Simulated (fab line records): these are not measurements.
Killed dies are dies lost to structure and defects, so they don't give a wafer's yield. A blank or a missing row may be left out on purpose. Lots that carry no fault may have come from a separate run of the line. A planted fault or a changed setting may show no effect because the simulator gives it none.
fab line records	flow n5Finfet
record: lots: 6	wafers: 17	lastDay: 17
route steps=1938 shown BEOL_M6@1207
lots that met no fault: taken from a fault-free run of the same line
startH: start of the lot's first displayed wafer, in hours after the record's first day	waitH: time in hours since the lot's previous step	" same as the row above	L1.1+2: a single row standing in for several wafers	- either no value or no given start	* or withheld: withheld	< > ~ a bound
route shown NAME@n: NAME is a module with steps in the file, n the number in the route of the first one	usual: the fault-free wafers' mean and standard deviation	same: alike in all rows	chamber/n: place in a boat	sites: readings site by site	_std_site: standard deviation across them	_edge_site: inner sites' mean taken away from outer sites' mean	radiusMm: how far each site lies from the wafer's centre	mask NAME#n: copy n	behind: tool/chamber where the wafer was last shaped	hold: the reason the lot was held/the length of the hold in hours/how it ended	device: which transistor (n, p or np) failed to switch	end of line: tests run on the same wafers once the route is complete	for a step that has no rows: nothing shown but its recipe	killed: count of dies lost to structure and defects at first sort (not the wafer's yield)	map: a wafer's dies, marking killed ones x, the rest . and places with no die _
set.NAME: the setting that was run; set.NAME@STEP: the one run at that earlier step	model.NAME: the simulator's own value behind a step, which no gauge read
a table for each step, a row for each wafer; lots at some steps of the route
services: a tool's chamber out of use, with start hour (startH, from the record's first day; less than 0 if before it), hours out, and reason
== steps ==
step: N5_BEOL_M6_CD_MEAS_11
recipe: targetCdNm: 38.5	landingEnergyEv: 500	detector: seInlens	polarity: opening
usual: cdNm: 38.2/0.65
lot.wafer	tool	chamber	startH	waitH	cdNm
L479.3	cdSem-01	0	187.58	-	38.0
L479.5	"	0	"	"	37.0
L486.3	cdSem-03	0	236.89	-	38.0
L486.4	"	0	"	"	36.9
L486.6	"	0	"	"	37.4
L491.1	cdSem-01	0	263.09	-	37.9
L491.2	"	0	"	"	38.4
L491.4	"	0	"	"	38.5
L494.3	cdSem-02	0	283.04	-	38.4
L494.4	"	0	"	"	38.4
L494.5	"	0	"	"	38.6
L495.4	cdSem-01	0	288.29	-	37.7
L495.5	"	0	"	"	38.0
L495.6	"	0	"	"	39.0
L499.1	cdSem-01	0	322.07	-	37.9
L499.4	"	0	"	"	37.5
L499.5	"	0	"	"	38.2
step: N5_BEOL_M6_OVL_MEAS_12
recipe: pointsPerWafer: 44
usual: M6_OVL: 0.0/0.69
lot.wafer	tool	chamber	startH	waitH	M6_OVL[nm]
L479.3	overlay-01	0	187.60	0.0	-1.1
L479.5	"	0	"	"	0.0
L486.3	overlay-01	0	236.92	0.0	-0.2
L486.4	"	0	"	"	-0.1
L486.6	"	0	"	"	1.1
L491.1	overlay-02	0	263.12	0.0	0.3
L491.2	"	0	"	"	-0.4
L491.4	"	0	"	"	0.4
L494.3	overlay-01	0	283.07	0.0	0.7
L494.4	"	0	"	"	-0.9
L494.5	"	0	"	"	-0.4
L495.4	overlay-02	0	288.31	0.0	-0.6
L495.5	"	0	"	"	0.3
L495.6	"	0	"	"	-0.1
L499.1	overlay-02	0	322.10	0.0	-0.1
L499.4	"	0	"	"	1.0
L499.5	"	0	"	"	0.1
step: N5_BEOL_M6_INSPECT_13
recipe: mode: adi	inspectInstrument: brightfield
usual: rawDefectCount: 410/89
lot.wafer	tool	chamber	startH	waitH	rawDefectCount
L479.3	defectInspect-02	-	187.63	0.0	614
L479.5	"	-	"	"	546
L486.3	defectInspect-02	-	236.94	0.0	318
L486.4	"	-	"	"	317
L486.6	"	-	"	"	396
L491.1	defectInspect-02	-	263.14	0.0	348
L491.2	"	-	"	"	348
L491.4	"	-	"	"	414
L494.3	defectInspect-01	-	283.09	0.0	414
L494.4	"	-	"	"	367
L494.5	"	-	"	"	401
L495.4	defectInspect-01	-	288.34	0.0	420
L495.5	"	-	"	"	699
L495.6	"	-	"	"	558
L499.1	defectInspect-01	-	322.13	0.0	366
L499.4	"	-	"	"	408
L499.5	"	-	"	"	446
step: N5_BEOL_M6_DESCUM_16
recipe: chemistry: O2	timeS: 7.9	sourcePowerW: 50	biasPowerW: 20	pressureMtorr: 20	rfFrequencyHz: 2.712e+07	tempC: 40	resist: CAR-ArF	o2FlowSccm: 225
usual: drypumpMotorCurrentA: 5.7/0.42	oesProductAu: 0.81/0.093	rfVppV: 243.8/1.3	showerheadPlenumPTorr: 2.12/0.066	throttleValvePct: 20.30/0.22
lot.wafer	tool	chamber	startH	waitH	drypumpMotorCurrentA	oesProductAu	rfHoursCounterH	rfVppV	showerheadPlenumPTorr	throttleValvePct
L479.3	rieDiel-05	0	187.66	0.0	6.1	0.75	196	245.6	2.14	20.04
L479.5	"	3	"	"	5.6	0.91	-	245.3	2.24	20.28
L486.3	rieDiel-04	0	236.98	0.0	5.9	0.89	38	242.2	2.05	20.17
L486.4	"	1	"	"	5.1	0.66	-	242.2	2.14	20.84
L486.6	"	3	"	"	5.4	0.91	-	241.5	2.07	20.40
L491.1	rieDiel-06	2	263.85	0.7	6.1	0.72	198	245.3	2.16	19.95
L491.2	"	3	"	"	5.7	0.71	218	242.7	2.03	20.42
L491.4	"	0	"	"	5.7	0.74	-	243.9	2.05	20.01
L494.3	rieDiel-04	3	283.14	0.0	5.4	0.86	44	242.3	2.06	20.44
L494.4	"	1	"	"	5.1	0.94	11	244.9	2.14	20.57
L494.5	"	1	"	"	5.1	0.93	-	245.5	2.14	20.57
L495.4	rieDiel-05	3	288.37	0.0	5.6	0.83	50	243.9	2.22	20.34
L495.5	"	3	"	"	5.6	0.83	-	244.8	2.22	20.34
L495.6	"	2	"	"	6.3	0.76	-	245.3	2.21	20.56
L499.1	rieDiel-06	2	322.42	0.3	6.1	0.72	219	244.2	2.15	20.02
L499.4	"	3	"	"	5.8	0.70	239	242.7	2.03	20.46
L499.5	"	2	"	"	6.1	0.72	-	243.5	2.15	20.01
step: N5_BEOL_M6_ETCH_61
recipe: chemistry: CF4	target: SiARC	targetDepthA: 455	maskMaterial: CAR-ArF	timeS: 75.8	ionEnergyEv: 80	pressureMtorr: 40	sourceW: 545	biasW: 36	Ar_flow_sccm: 100	cf4FlowSccm: 100	ends: cleared
usual: drypumpMotorCurrentA: 5.7/0.42	etchRfOnTimeS: 74.8/3	oesProductAu: 0.70/0.079	rfVppV: 184.5/1.1	showerheadPlenumPTorr: 2.18/0.059	throttleValvePct: 15.53/0.21
lot.wafer	tool	chamber	startH	waitH	drypumpMotorCurrentA	etchRfOnTimeS	oesProductAu	rfHoursCounterH	rfVppV	showerheadPlenumPTorr	throttleValvePct
L479.3	rieDiel-05	0	187.70	0.0	6.1	74.0	0.65	196	184.5	2.22	15.56
L479.5	"	3	"	"	5.6	73.5	0.79	-	184.9	2.27	15.32
L486.3	rieDiel-04	0	237.01	0.0	5.9	72.1	0.77	38	183.7	2.08	15.26
L486.4	"	1	"	"	5.1	74.7	0.58	-	182.6	2.19	16.05
L486.6	"	3	"	"	5.4	76.0	0.76	-	183.5	2.10	15.37
L491.1	rieDiel-06	2	263.88	0.0	6.0	72.1	0.64	198	185.8	2.20	15.28
L491.2	"	3	"	"	5.8	72.5	0.63	218	185.2	2.13	15.93
L491.4	"	0	"	"	5.7	78.9	0.62	-	185.2	2.15	15.54
L494.3	rieDiel-04	3	283.17	0.0	5.4	76.8	0.74	44	184.7	2.09	15.37
L494.4	"	1	"	"	5.1	71.8	0.83	11	185.0	2.19	15.61
L494.5	"	1	"	"	5.1	72.4	0.83	-	184.9	2.19	15.61
L495.4	rieDiel-05	3	288.41	0.0	5.6	74.0	0.74	50	187.1	2.26	15.40
L495.5	"	3	"	"	5.6	73.7	0.73	-	186.0	2.26	15.40
L495.6	"	2	"	"	6.4	72.7	0.68	-	185.6	2.25	15.64
L499.1	rieDiel-06	2	322.46	0.0	6.1	72.8	0.62	219	184.7	2.20	15.31
L499.4	"	3	"	"	5.8	73.3	0.60	239	182.4	2.13	15.97
L499.5	"	2	"	"	6.0	72.8	0.62	-	185.1	2.20	15.33
step: N5_BEOL_M6_ETCH_62
recipe: chemistry: N2/H2	target: SOC	targetDepthA: 1100	overetchA: 220	maskMaterial: SiARC	tempC: 40	timeS: 165	ionEnergyEv: 200	pressureMtorr: 30	sourceW: 840	biasW: 150	n2FlowSccm: 200	h2FlowSccm: 200
step: N5_BEOL_M6_STRIP_68
recipe: chemistry: N2/H2	tempC: 40	n2FlowSccm: 200	h2FlowSccm: 200	rfFrequencyHz: 6e+07
step: N5_BEOL_M6_STRIP_67
recipe: chemistry: CF4	resist: SiARC	powerW: 300	biasPowerW: 75	pressureMtorr: 50	cf4FlowSccm: 150	rfFrequencyHz: 6e+07
usual: drypumpMotorCurrentA: 5.7/0.43	oesProductAu: 0.81/0.089	rfVppV: 272.0/1.4	showerheadPlenumPTorr: 1.83/0.055	throttleValvePct: 13.51/0.22
lot.wafer	tool	chamber	startH	waitH	drypumpMotorCurrentA	oesProductAu	rfHoursCounterH	rfVppV	showerheadPlenumPTorr	throttleValvePct
L479.3	rieDiel-05	0	187.90	0.0	6.0	0.75	196	272.5	1.87	13.62
L479.5	"	3	"	"	5.6	0.92	-	272.9	1.92	13.36
L486.3	rieDiel-04	0	237.21	0.0	5.9	0.88	38	271.5	1.74	13.23
L486.4	"	1	"	"	5.1	0.68	-	272.2	1.84	14.07
L486.6	"	3	"	"	5.4	0.89	-	271.3	1.75	13.25
L491.1	rieDiel-06	2	264.08	0.0	6.1	0.73	198	273.7	1.84	13.27
L491.2	"	3	"	"	5.8	0.71	218	270.2	1.79	13.90
L491.4	"	0	"	"	5.7	0.74	-	270.5	1.80	13.51
L494.3	rieDiel-04	3	283.38	0.0	5.4	0.87	44	269.6	1.74	13.31
L494.4	"	1	"	"	5.1	0.95	11	273.8	1.83	13.51
L494.5	"	1	"	"	5.1	0.95	-	270.3	1.83	13.50
L495.4	rieDiel-05	3	288.61	0.0	5.6	0.85	50	274.4	1.91	13.41
L495.5	"	3	"	"	5.6	0.85	-	274.1	1.91	13.42
L495.6	"	2	"	"	6.3	0.78	-	272.0	1.88	13.58
L499.1	rieDiel-06	2	322.66	0.0	6.1	0.71	219	271.9	1.83	13.32
L499.4	"	3	"	"	5.8	0.70	239	269.7	1.78	13.95
L499.5	"	2	"	"	6.1	0.72	-	273.0	1.83	13.33
step: N5_BEOL_M6_HM_OPEN_17
recipe: chemistry: Cl2/BCl3	targetDepthA: 200	overetchA: 60	target: TiN	maskMaterial: SOC	ionEnergyEv: 150	pressureMtorr: 10	icpW: 1000	biasW: 126	Cl2_flow_sccm: 53.25	bcl3FlowSccm: 21.75	Ar_flow_sccm: 25
step: N5_BEOL_M6_STRIP_19
recipe: chemistry: O2	powerW: 400	tempC: 40	pressureMtorr: 30	rfFrequencyHz: 6e+07	biasPowerW: 0	overashFraction: 0.2	o2FlowSccm: 225
usual: drypumpMotorCurrentA: 5.7/0.45	oesProductAu: 0.80/0.098	rfVppV: 3.6/0.61	showerheadPlenumPTorr: 2.14/0.063	throttleValvePct: 16.56/0.19
lot.wafer	tool	chamber	startH	waitH	drypumpMotorCurrentA	oesProductAu	rfHoursCounterH	rfVppV	showerheadPlenumPTorr	throttleValvePct
L479.3	rieDiel-04	1	188.05	0.1	5.1	0.68	233	3.6	2.15	17.06
L479.5	"	2	"	"	4.8	0.69	-	3.6	2.16	17.13
L486.3	rieDiel-05	0	237.40	0.1	6.1	0.72	213	3.5	2.14	16.47
L486.4	"	3	"	"	5.6	0.88	33	4.1	2.23	16.48
L486.6	"	2	"	"	6.3	0.78	-	3.9	2.22	16.70
L491.1	rieDiel-04	0	264.33	0.2	5.9	0.87	48	3.5	2.05	16.40
L491.2	"	1	"	"	5.1	0.98	3	3.4	2.14	16.68
L491.4	"	3	"	"	5.4	0.88	36	2.5	2.07	16.59
L494.3	rieDiel-05	2	283.53	0.1	6.3	0.76	133	3.3	2.21	16.74
L494.4	"	1	"	"	5.2	0.93	29	4.0	2.14	16.47
L494.5	"	2	"	"	6.4	0.76	-	3.4	2.21	16.74
L495.4	rieDiel-05	0	288.97	0.3	6.1	0.71	230	3.3	2.13	16.47
L495.5	"	3	"	"	5.6	0.84	-	5.0	2.23	16.51
L495.6	"	0	"	"	6.1	0.72	-	2.7	2.13	16.47
L499.1	rieDiel-05	2	323.00	0.3	6.3	0.76	149	5.6	2.20	16.77
L499.4	"	0	"	"	6.1	0.70	242	4.0	2.13	16.50
L499.5	"	3	"	"	5.6	0.83	-	3.3	2.22	16.53
step: N5_BEOL_M6_CD_MEAS_18
recipe: pitchNm: 80	targetCdNm: 40
usual: cdNm: 39.7/0.78
lot.wafer	tool	chamber	startH	waitH	cdNm
L479.3	cdSem-02	-	188.12	0.1	38.7
L479.5	"	-	"	"	38.7
L486.3	cdSem-03	-	237.47	0.1	39.6
L486.4	"	-	"	"	39.0
L486.6	"	-	"	"	38.6
L491.1	cdSem-03	-	264.40	0.1	39.7
L491.2	"	-	"	"	39.6
L491.4	"	-	"	"	39.3
L494.3	cdSem-01	-	283.60	0.1	40.1
L494.4	"	-	"	"	39.8
L494.5	"	-	"	"	40.8
L495.4	cdSem-03	-	289.04	0.1	39.3
L495.5	"	-	"	"	39.9
L495.6	"	-	"	"	40.9
L499.1	cdSem-03	-	323.07	0.0	39.1
L499.4	"	-	"	"	38.5
L499.5	"	-	"	"	39.7
step: N5_BEOL_M6_COAT_63
recipe: resist: SOC	tempC: 250	timeS: 60	spinRpm: 1500	resistThkNm: 60
step: N5_BEOL_M6_COAT_64
recipe: resist: SiARC	tempC: 220	timeS: 60	spinRpm: 1500	resistThkNm: 12
usual: heaterPowerTotalW: 427.5/2.1	spinSpeedRpm: 1499.9/0.96
lot.wafer	tool	chamber	startH	waitH	heaterPowerTotalW	spinSpeedRpm
L479.3	lithoTrack-04	0	188.19	-	430.2	1500.2
L479.5	"	0	"	"	424.2	1500.2
L486.3	lithoTrack-05	0	239.05	-	424.9	1498.1
L486.4	"	0	"	"	427.1	1497.8
L486.6	"	0	"	"	424.0	1499.8
L491.1	lithoTrack-05	0	264.78	-	426.2	1462.0
L491.2	"	0	"	"	428.0	1463.0
L491.4	"	0	"	"	427.6	1463.3
L494.3	lithoTrack-05	0	285.46	-	427.5	1464.5
L494.4	"	0	"	"	427.8	1462.9
L494.5	"	0	"	"	429.2	1460.9
L495.4	lithoTrack-01	0	289.09	-	430.1	1500.7
L495.5	"	0	"	"	426.8	1500.8
L495.6	"	0	"	"	428.3	1501.2
L499.1	lithoTrack-04	0	323.23	-	427.3	1499.3
L499.4	"	0	"	"	430.7	1500.1
L499.5	"	0	"	"	427.6	1501.8
step: N5_BEOL_M6_COAT_71
recipe: resist: underlayer	tempC: 205	timeS: 60	spinRpm: 1500	resistThkNm: 5
step: N5_BEOL_M6_COAT_22
recipe: resist: CAR-EUV	spinRpm: 1500	resistThkNm: 30
step: N5_BEOL_M6_EBR_24
recipe: solvent: PGMEA	ebrWidthMm: 1.5
step: N5_BEOL_M6_SOFTBAKE_23
recipe: tempC: 110	timeS: 60	resist: CAR-EUV
step: N5_BEOL_M6_EXPOSE_25
recipe: maskId: V5	na: 0.33	sourceShape: annular	sigmaInner: 0.4	sigmaOuter: 0.8	polarization: unpolarized	targetCdNm: 40	doseMj: 45
step: N5_BEOL_M6_PEB_26
recipe: pebTempC: 100	pebTimeS: 60	resist: CAR-EUV
step: N5_BEOL_M6_DEVELOP_27
recipe: developTimeS: 30	developer: TMAH	resist: CAR-EUV	rinseLiquid: surfactantRinse	dry: airSpin	devTempC: 23
step: N5_BEOL_M6_CD_MEAS_28
recipe: targetCdNm: 40	landingEnergyEv: 500	detector: seInlens
usual: cdNm: 40.07/0.23
lot.wafer	tool	chamber	startH	waitH	cdNm
L479.3	cdSem-01	0	188.58	-	40.17
L479.5	"	0	"	"	39.68
L486.3	cdSem-01	0	239.33	-	39.96
L486.4	"	0	"	"	39.86
L486.6	"	0	"	"	39.74
L491.1	cdSem-03	0	265.21	-	40.21
L491.2	"	0	"	"	39.97
L491.4	"	0	"	"	39.94
L494.3	cdSem-02	0	285.88	-	39.89
L494.4	"	0	"	"	40.20
L494.5	"	0	"	"	40.40
L495.4	cdSem-03	0	289.49	-	40.19
L495.5	"	0	"	"	39.76
L495.6	"	0	"	"	40.37
L499.1	cdSem-03	0	323.50	-	39.61
L499.4	"	0	"	"	40.12
L499.5	"	0	"	"	40.31
step: N5_BEOL_M6_OVL_MEAS_29
recipe: pointsPerWafer: 522
usual: V5_OVL: -0.4/0.99
lot.wafer	tool	chamber	startH	waitH	V5_OVL[nm]
L479.3	overlay-02	0	188.62	0.0	0.9
L479.5	"	0	"	"	0.6
L486.3	overlay-01	0	239.37	0.0	-0.5
L486.4	"	0	"	"	-0.9
L486.6	"	0	"	"	-0.2
L491.1	overlay-01	0	265.24	0.0	-1.2
L491.2	"	0	"	"	-0.7
L491.4	"	0	"	"	-1.2
L494.3	overlay-02	0	285.92	0.0	-0.3
L494.4	"	0	"	"	0.8
L494.5	"	0	"	"	0.1
L495.4	overlay-02	0	289.53	0.0	-2.2
L495.5	"	0	"	"	-2.3
L495.6	"	0	"	"	-2.6
L499.1	overlay-01	0	323.53	0.0	0.9
L499.4	"	0	"	"	1.8
L499.5	"	0	"	"	1.6
step: N5_BEOL_M6_INSPECT_30
recipe: mode: adi	inspectInstrument: brightfield
usual: rawDefectCount: 407/91
lot.wafer	tool	chamber	startH	waitH	rawDefectCount
L479.3	defectInspect-01	-	188.67	0.0	516
L479.5	"	-	"	"	538
L486.3	defectInspect-02	-	239.41	0.0	308
L486.4	"	-	"	"	319
L486.6	"	-	"	"	398
L491.1	defectInspect-01	-	265.30	0.1	320
L491.2	"	-	"	"	353
L491.4	"	-	"	"	382
L494.3	defectInspect-02	-	285.96	0.0	421
L494.4	"	-	"	"	394
L494.5	"	-	"	"	439
L495.4	defectInspect-01	-	289.57	0.0	451
L495.5	"	-	"	"	692
L495.6	"	-	"	"	579
L499.1	defectInspect-02	-	323.59	0.1	393
L499.4	"	-	"	"	458
L499.5	"	-	"	"	446
step: N5_BEOL_M6_DESCUM_33
recipe: chemistry: O2	timeS: 7	sourcePowerW: 50	biasPowerW: 20	pressureMtorr: 20	rfFrequencyHz: 2.712e+07	tempC: 40	resist: CAR-EUV	o2FlowSccm: 225
step: N5_BEOL_M6_ETCH_72
recipe: chemistry: N2/H2	target: underlayer	targetDepthA: 65	maskMaterial: CAR-EUV	timeS: 5.2	ionEnergyEv: 200	pressureMtorr: 30	sourceW: 840	biasW: 150	n2FlowSccm: 200	h2FlowSccm: 200	ends: cleared
usual: drypumpMotorCurrentA: 5.6/0.47	etchRfOnTimeS: 5.16/0.18	oesProductAu: 0.72/0.078	rfVppV: 525.0/2.4	showerheadPlenumPTorr: 2.59/0.079	throttleValvePct: 17.78/0.19
lot.wafer	tool	chamber	startH	waitH	drypumpMotorCurrentA	etchRfOnTimeS	oesProductAu	rfHoursCounterH	rfVppV	showerheadPlenumPTorr	throttleValvePct
L479.3	rieDiel-04	1	188.74	0.0	5.1	5.14	0.59	234	524.4	2.60	18.14
L479.5	"	0	"	"	5.9	5.01	0.80	-	521.5	2.51	17.73
L486.3	rieDiel-04	3	239.49	0.0	5.4	5.21	0.78	27	524.1	2.47	17.44
L486.4	"	0	"	"	5.9	5.02	0.76	-	526.3	2.50	17.75
L486.6	"	2	"	"	4.8	5.59	0.83	-	525.6	2.60	17.84
L491.1	rieDiel-04	0	265.52	0.0	6.0	4.96	0.75	49	521.0	2.50	17.79
L491.2	"	2	"	"	4.8	5.56	0.78	10	525.3	2.60	17.87
L491.4	"	1	"	"	5.1	4.98	0.84	4	526.7	2.59	17.82
L494.3	rieDiel-05	2	286.07	0.0	6.4	4.97	0.68	134	526.1	2.66	17.82
L494.4	"	0	"	"	6.1	5.16	0.62	229	527.3	2.62	17.72
L494.5	"	1	"	"	5.2	5.10	0.80	-	524.2	2.60	17.73
L495.4	rieDiel-05	2	289.88	0.0	6.4	4.99	0.68	136	525.8	2.66	17.82
L495.5	"	2	"	"	6.3	4.99	0.68	-	528.7	2.66	17.82
L495.6	"	1	"	"	5.2	5.00	0.80	-	524.3	2.60	17.70
L499.1	rieDiel-05	1	324.72	0.0	5.2	5.04	0.76	44	523.8	2.59	17.77
L499.4	"	3	"	"	5.6	5.22	0.70	64	527.0	2.71	17.93
L499.5	"	3	"	"	5.6	5.23	0.70	-	527.7	2.71	17.93
step: N5_BEOL_M6_ETCH_65
recipe: chemistry: CF4	target: SiARC	targetDepthA: 156	maskMaterial: CAR-EUV	timeS: 26	ionEnergyEv: 80	pressureMtorr: 40	sourceW: 545	biasW: 36	Ar_flow_sccm: 100	cf4FlowSccm: 100	ends: cleared
usual: drypumpMotorCurrentA: 5.6/0.47	etchRfOnTimeS: 25.6/0.94	oesProductAu: 0.72/0.081	rfVppV: 184.5/0.9	showerheadPlenumPTorr: 2.18/0.06	throttleValvePct: 15.52/0.2
lot.wafer	tool	chamber	startH	waitH	drypumpMotorCurrentA	etchRfOnTimeS	oesProductAu	rfHoursCounterH	rfVppV	showerheadPlenumPTorr	throttleValvePct	model.etch.depthNm
L479.3	rieDiel-04	1	188.75	0.0	5.1	25.5	0.60	234	184.3	2.20	16.02	11.92
L479.5	"	0	"	"	5.9	24.8	0.81	-	183.8	2.09	15.24	11.97
L486.3	rieDiel-04	3	239.51	0.0	5.4	26.0	0.77	27	183.8	2.10	15.35	12
L486.4	"	0	"	"	5.9	24.9	0.78	-	183.5	2.08	15.29	12.04
L486.6	"	2	"	"	4.8	27.2	0.83	-	185.1	2.19	15.48	12
L491.1	rieDiel-04	0	265.54	0.0	5.9	25.2	0.75	49	184.6	2.08	15.29	12.14
L491.2	"	2	"	"	4.8	28.2	0.78	10	183.6	2.19	15.51	12.15
L491.4	"	1	"	"	5.1	25.2	0.85	4	183.8	2.19	15.61	12.12
L494.3	rieDiel-05	2	286.08	0.0	6.3	25.5	0.68	134	186.3	2.25	15.65	12.21
L494.4	"	0	"	"	6.1	26.2	0.62	229	184.4	2.21	15.63	12.2
L494.5	"	1	"	"	5.2	25.8	0.79	-	185.5	2.19	15.47	12.2
L495.4	rieDiel-05	2	289.89	0.0	6.3	24.7	0.68	136	185.1	2.25	15.64	12.01
L495.5	"	2	"	"	6.3	25.0	0.68	-	185.1	2.25	15.66	12.03
L495.6	"	1	"	"	5.2	25.3	0.80	-	184.2	2.19	15.46	12.02
L499.1	rieDiel-05	1	324.73	0.0	5.2	25.3	0.78	44	183.3	2.19	15.51	11.98
L499.4	"	3	"	"	5.6	25.5	0.72	64	184.3	2.25	15.44	11.99
L499.5	"	3	"	"	5.6	25.3	0.71	-	184.4	2.25	15.43	11.94
step: N5_BEOL_M6_ETCH_66
recipe: chemistry: N2/H2	target: SOC	targetDepthA: 800	overetchA: 160	maskMaterial: SiARC	tempC: 40	timeS: 120	ionEnergyEv: 200	pressureMtorr: 30	sourceW: 840	biasW: 150	n2FlowSccm: 200	h2FlowSccm: 200
== services ==
tool	chamber	startH	hours	kind
rieDiel-05	1	178.48	-	clean
rieDiel-05	1	178.48	-	consumableReplace:focusRing
rieDiel-05	1	178.48	18.8	scheduledDown
rieDiel-05	1	178.48	18.8	ventCycle
rieDiel-06	0	207.22	4.4	repair
rieDiel-04	2	217.90	5.7	repair
rieDiel-04	2	223.62	-	clean
rieDiel-04	2	223.62	-	consumableReplace:focusRing
rieDiel-04	2	223.62	14.5	scheduledDown
rieDiel-04	2	223.62	14.5	ventCycle
rieDiel-05	0	230.90	5.1	repair
rieDiel-04	1	238.23	-	clean
rieDiel-04	1	238.23	-	consumableReplace:focusRing
rieDiel-04	1	238.23	16.5	scheduledDown
rieDiel-04	1	238.23	16.5	ventCycle
rieDiel-06	3	245.02	16.7	repair
rieDiel-06	1	261.75	-	clean
rieDiel-06	1	261.75	-	consumableReplace:focusRing
rieDiel-06	1	261.75	17.4	scheduledDown
rieDiel-06	1	261.75	17.4	ventCycle
rieDiel-06	2	302.78	3.3	repair
rieDiel-04	3	307.04	5.2	repair
lithoTrack-05	-	312.83	-	consumableReplace:filter
rieDiel-04	1	324.53	5.2	repair
== key ==
firstSign: step: N5_BEOL_M6_COAT_64	reading: spinSpeedRpm	direction: down	sigmas: 39	usual: *	struck: *
effect none on later readings
modelEffect: step: N5_BEOL_M6_ETCH_65	value: etch.depthNm	without: 12.02	struck: 12.17
metAt N5_BEOL_M6_COAT_64
struckWafers L491.1,L491.2,L491.4,L494.3,L494.4,L494.5
rowsEnd L494.3,L494.4,L494.5
onsetBetween 239.05 264.78
earlierFault: kind: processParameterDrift	tool: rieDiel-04	chamber: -	onsetH: 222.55	steps: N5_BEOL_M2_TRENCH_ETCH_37	channel: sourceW	offset: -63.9	shape: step	actsIn: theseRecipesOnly	stated: 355
fault: kind: processParameterDrift	tool: lithoTrack-05	chamber: -	onsetH: 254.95	steps: N5_BEOL_M6_COAT_64	channel: spinRpm	offset: *	shape: step	actsIn: *	stated: *
rowsEnd: these wafers met a further fault down the route, and their rows from its step on are left out
